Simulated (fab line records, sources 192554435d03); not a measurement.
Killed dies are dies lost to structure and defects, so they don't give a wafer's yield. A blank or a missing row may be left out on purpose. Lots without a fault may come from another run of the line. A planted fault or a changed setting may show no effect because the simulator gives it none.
Problem report in the 8D (eight disciplines) form, filled by code | flow n5_finfet | the parts of the form that need people (team, actions taken, sign-off) are left out

1. THE PROBLEM
killed_at_front_end at N5_PASSIVATION_PROBE_49 reads a mean of 138 on 1 wafer of 1 lot; wafers without a fault read 41 with a standard deviation of 13. That is +7.5 standard deviations from the usual mean.
First seen on wafer L880.4, day 20 11:33, on prober-01. The record holds 15 wafers of 5 lots with a number at this step. Rule for "out", or "out of limits": more than 4 standard deviations from the usual mean. The other wafers with a number count as sound.

2. WHAT IT IS AND WHAT IT IS NOT
question                    | is                                              | is not
which readings at this step | killed_at_front_end, killed_dies, killed_on_rim | killed_at_M0_to_M3, killed_at_M4_up, killed_at_contacts, killed_at_other, killed_open, killed_short
which lots                  | L880                                            | L861, L866, L869, L881
which wafers of those lots  | L880.4                                          | L880.1, L880.5
read on which tools         | prober-01                                       | prober-02
when                        | from day 20 11:33                               | up to then (13 sound wafers); but 1 sound wafer of L880 came after

3. SUSPECTS, AND WHAT RULES EACH OUT
Counting: a tool at a process step up to the reading stays a suspect if it ran every lot that is out. Sound lots after the first of them don't rule it out here, since some wafers of a struck lot are sound.
- wet_bench-03 at N5_DUMMY_GATE_PRECLEAN_46 (cleans in DIW, time 89.5 s): kept. It ran the lot that is out, L880 (day 8 07:56); its last sound lot up to then is L869 (day 5 06:37).
- rie_diel-02 at N5_DUMMY_GATE_ETCH_29 (etches underlayer in N2/H2, target depth 13 nm): kept. It ran the lot that is out, L880 (day 8 12:52).
- rie_si-03 at N5_DUMMY_GATE_TRIM_49 (chemistry O2, time 29 s, target cd 14 nm): kept. It ran the lot that is out, L880 (day 8 13:02); its last sound lot up to then is L866 (day 4 19:08).
- rie_diel-02 at N5_DUMMY_GATE_STRIP_40 (strips in CF4): kept. It ran the lot that is out, L880 (day 8 13:08); its last sound lot up to then is L866 (day 4 19:22).
- rie_diel-02 at N5_DUMMY_GATE_ETCH_31 (etches SiO2 in C4F6/O2, target depth 82.5 nm, time 27.5 s): kept. It ran the lot that is out, L880 (day 8 13:14); its last sound lot up to then is L866 (day 4 19:28).
- rie_diel-02 at N5_DUMMY_GATE_STRIP_41 (strips in O2): kept. It ran the lot that is out, L880 (day 8 13:17); its last sound lot up to then is L866 (day 4 19:31).
- prober-01 at N5_PASSIVATION_PROBE_49: kept. It ran the lot that is out, L880 (day 20 11:24); its last sound lot up to then is L881 (day 19 05:41). Its own readings are out on those wafers: killed_at_front_end, killed_dies, killed_on_rim.
- Within rie_diel-02 at N5_DUMMY_GATE_STRIP_40: the wafers that are out ran in chamber 3; their sound lot-mates ran in chambers 1, 2.
- Within rie_diel-02 at N5_DUMMY_GATE_ETCH_31: the wafers that are out ran in chamber 0; their sound lot-mates ran in chambers 1, 2.
- Within rie_diel-02 at N5_DUMMY_GATE_STRIP_41: the wafers that are out ran in chamber 0; their sound lot-mates ran in chambers 1, 2.
Left after counting: wet_bench-03 at N5_DUMMY_GATE_PRECLEAN_46, rie_diel-02 at N5_DUMMY_GATE_ETCH_29, rie_si-03 at N5_DUMMY_GATE_TRIM_49, rie_diel-02 at N5_DUMMY_GATE_STRIP_40, rie_diel-02 at N5_DUMMY_GATE_ETCH_31, rie_diel-02 at N5_DUMMY_GATE_STRIP_41, prober-01 at N5_PASSIVATION_PROBE_49.

4. THE CAUSE (what the simulator had put in)
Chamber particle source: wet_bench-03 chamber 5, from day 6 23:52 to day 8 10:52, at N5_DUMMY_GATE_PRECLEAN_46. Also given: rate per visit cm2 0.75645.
Counting left 7 suspects, and this tool is among them.

5. THE CHAIN OF EFFECTS, in route order
Each row: a reading whose mean over the struck wafers that have a number lies more than 3 standard deviations from the usual. Only readings for which the record gives a usual standard deviation are gone through. hours: the time from each lot's start at the first step in this table that gives one to its start at this step, as a median over the lots. sigmas: the change in usual standard deviations.
hours | step                    | reading             | usual | on struck wafers | change | sigmas
0     | N5_PASSIVATION_PROBE_49 | killed_at_front_end | 41    | 138              | +97    | +7.5
0     | N5_PASSIVATION_PROBE_49 | killed_dies         | 103   | 212              | +109   | +5.5
0     | N5_PASSIVATION_PROBE_49 | killed_on_rim       | 13    | 31               | +18    | +4.5
The process steps in it:
- N5_PASSIVATION_PROBE_49

6. WHAT WOULD HAVE CAUGHT IT SOONER
In this record the first reading out of limits was taken at day 20 11:33, 324 hours after the fault began at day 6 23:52.
All the lots that are out (1) had begun N5_DUMMY_GATE_PRECLEAN_46 on wet_bench-03 by day 20 11:33. A hold on the tool at that time would have spared none of them.
